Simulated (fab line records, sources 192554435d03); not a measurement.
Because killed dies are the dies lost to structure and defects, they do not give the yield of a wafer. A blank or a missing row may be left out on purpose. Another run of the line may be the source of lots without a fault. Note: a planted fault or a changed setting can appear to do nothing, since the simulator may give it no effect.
Matching of chambers -- flow n5Finfet -- cmp-03 running N5_BEOL_M9_CMP_52: 4 sister chambers
The step polishes, stops on SiCOH lowk, t overpolish 7 s, target thk 140 nm. 4 wafers are shown with their chamber, then 7 later ones without.

## WAFERS PAIRED WITH THEIR CHAMBERS
wafer,chamber,motorCurrentA (A)
L077.1,3,7.4
L077.6,0,7.1
L080.2,2,7.0
L080.3,1,6.4

## WAFERS WHOSE CHAMBER IS MISSING
wafer,motorCurrentA (A)
L080.5,7.1
L088.2,7.4
L088.3,7.5
L088.4,7.3
L089.2,7.3
L089.3,6.5
L089.4,8.0

## CHAMBER TAKEN BY EACH
wafer,from the rows above,in truth
L080.5,can't be placed: 0 or 2 or 3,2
L088.2,can't be placed: 3 or 0 or 2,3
L088.3,can't be placed: 3 or 0 or 2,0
L088.4,can't be placed: 3 or 0 or 2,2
L089.2,can't be placed: 3 or 0 or 2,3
L089.3,can't be placed: 1 or 2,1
L089.4,can't be placed: 3 or 0 or 2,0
Placed correctly: 0 of 7. Unplaceable from these rows: 7, with the true chamber sitting among the candidates in 7. Number placed wrongly: 0.
How it was worked out, from the rows above alone: a wafer's distance from a chamber is the root of the sum, over the readings, of the square of ((its reading less the chamber's mean) divided by the reading's scatter). If the next closest chamber is less than 2 further off than the closest, the wafer can't be placed; otherwise it belongs to the closest. A chamber's mean is the mean of its shown wafers. The scatter: with one shown wafer a chamber, the root of the mean of the squares of how far each hidden wafer lies from its nearest shown one.
